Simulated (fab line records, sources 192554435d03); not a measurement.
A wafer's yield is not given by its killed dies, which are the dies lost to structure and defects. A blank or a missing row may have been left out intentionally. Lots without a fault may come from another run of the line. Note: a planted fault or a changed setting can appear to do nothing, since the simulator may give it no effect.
Split-lot experiment | flow n5Finfet | 7 lots, 39 wafers read, on a route of 1938 steps

== ABOUT THE SPLIT ==
At N5_MIM_BOT_SPUTTER_00 (material TiN, target thk 35 nm, time 89.7 s), the setting timeS was moved away from the recipe's 89.7 s on 18 of the 39 wafers read, by -48.4% to +43.6%. For the rest of the wafers, this setting stayed at what the recipe calls for.

Reading taken at the split's own step.

== THE READING ==
TiN_of_MIM_BOT_SPUTTER_00.thkNm (the simulator's own value, which no gauge read), in nm, at N5_MIM_BOT_SPUTTER_00 (material TiN, target thk 35 nm, time 89.7 s). The file gives no usual value for it. Here, 21 wafers ran the recipe; their average is 35.1 nm with a standard deviation of 0.52 nm.

wafer  | tool, chamber at the split | timeS as run, s | against the recipe | TiN_of_MIM_BOT_SPUTTER_00.thkNm, nm | against lot-mates on the recipe
L076.1 | pvdSputter-01, -           | 89.7            | recipe             | 34.2                                | -
L076.2 | pvdSputter-01, -           | 46.31           | -48.4%             | 18                                  | -16.9
L076.3 | pvdSputter-01, -           | 46.31           | -48.4%             | 18.6                                | -16.3
L076.4 | pvdSputter-01, -           | 89.7            | recipe             | 35                                  | -
L076.5 | pvdSputter-01, -           | 46.31           | -48.4%             | 17.6                                | -17.3
L076.6 | pvdSputter-01, -           | 89.7            | recipe             | 35.4                                | -
L079.1 | pvdSputter-01, -           | 89.7            | recipe             | 34.8                                | -
L079.2 | pvdSputter-01, -           | 89.7            | recipe             | 34.4                                | -
L079.3 | pvdSputter-01, -           | 71.05           | -20.8%             | 28                                  | -6.3
L079.4 | pvdSputter-01, -           | 71.05           | -20.8%             | 26.6                                | -7.7
L079.5 | pvdSputter-01, -           | 71.05           | -20.8%             | 27.2                                | -7.1
L079.6 | pvdSputter-01, -           | 89.7            | recipe             | 33.8                                | -
L080.1 | pvdSputter-03, -           | 89.7            | recipe             | 35.2                                | -
L080.6 | pvdSputter-03, -           | 89.7            | recipe             | 35.2                                | -
L080.2 | pvdSputter-03, -           | 67.25           | -25.0%             | 25.6                                | -9.4
L080.3 | pvdSputter-03, -           | 67.25           | -25.0%             | 26.2                                | -8.8
L080.4 | pvdSputter-03, -           | 67.25           | -25.0%             | 26.2                                | -8.8
L080.5 | pvdSputter-03, -           | 89.7            | recipe             | 34.6                                | -
L084.1 | pvdSputter-01, -           | 89.7            | recipe             | 35                                  | -
L084.6 | pvdSputter-01, -           | 89.7            | recipe             | 35                                  | -
L084.5 | pvdSputter-01, -           | 89.7            | recipe             | 35.4                                | -
L082.1 | pvdSputter-03, -           | 89.7            | recipe             | 34.8                                | -
L082.2 | pvdSputter-03, -           | 128.8           | +43.6%             | 50.8                                | +15.5
L082.3 | pvdSputter-03, -           | 128.8           | +43.6%             | 51.2                                | +15.9
L082.4 | pvdSputter-03, -           | 128.8           | +43.6%             | 51.4                                | +16.1
L082.5 | pvdSputter-03, -           | 89.7            | recipe             | 35.2                                | -
L082.6 | pvdSputter-03, -           | 89.7            | recipe             | 35.8                                | -
L086.1 | pvdSputter-03, -           | 89.7            | recipe             | 36                                  | -
L086.2 | pvdSputter-03, -           | 118.5           | +32.1%             | 47.6                                | +11.9
L086.6 | pvdSputter-03, -           | 118.5           | +32.1%             | 47.6                                | +11.9
L086.3 | pvdSputter-03, -           | 89.7            | recipe             | 35.4                                | -
L086.4 | pvdSputter-03, -           | 118.5           | +32.1%             | 47                                  | +11.3
L086.5 | pvdSputter-03, -           | 89.7            | recipe             | 35.8                                | -
L092.1 | pvdSputter-01, -           | 89.7            | recipe             | 35                                  | -
L092.3 | pvdSputter-01, -           | 89.7            | recipe             | 35                                  | -
L092.2 | pvdSputter-01, -           | 117.6           | +31.1%             | 46.2                                | +11.1
L092.4 | pvdSputter-01, -           | 117.6           | +31.1%             | 45.2                                | +10.1
L092.5 | pvdSputter-01, -           | 117.6           | +31.1%             | 45.4                                | +10.3
L092.6 | pvdSputter-01, -           | 89.7            | recipe             | 35.4                                | -

THE FIT
A straight line over all 39 wafers: TiN_of_MIM_BOT_SPUTTER_00.thkNm changes by +0.361 nm for each +1% of timeS; r = +1.00; the points scatter about the line by 0.58 nm.
The same after taking each lot's own level away (the mean of its wafers on the recipe; 39 wafers): +0.353 nm for each +1%; r = +1.00; scatter 0.45 nm.
According to that fit, moving timeS by its largest amount changes the reading by 17 nm.
Measured against the standard deviation above, the lots' own levels, which go from 34.33 to 35.73 nm, span 2.7 times it.
Hence the lot-to-lot level has little effect on the slope; both slopes agree.
Check: with one of the wafers moved furthest among these (-48.4%) left out of the fit, the line predicts -17 nm for it against its lot-mates. Against them it came out at -16.9 nm.

== FURTHER SPLITS ON THESE WAFERS ==
Before the reading, these wafers also passed through other splits. Each is held against what the fit with the lots' levels taken away leaves over:
other split on the same wafers      | wafers away from the commonest value | r with TiN_of_MIM_BOT_SPUTTER_00.thkNm (lot level and that fit taken away)
N5_BEOL_M2_ILD_DEP_00 targetThkA    | 15                                   | +0.08
N5_BEOL_M3_ILD_DEP_00 timeS         | 15                                   | +0.05
N5_BEOL_M6_DESCUM_33 timeS          | 12                                   | -0.03
N5_BEOL_M9_VIA_ETCH_34 targetDepthA | 9                                    | -0.32
N5_BEOL_M12_DEP_53 targetThkA       | 12                                   | +0.08

== THE FILE'S OWN FIT ==
TiN_of_MIM_BOT_SPUTTER_00.thkNm changes by +0.353 nm for each +1% of timeS, r = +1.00.
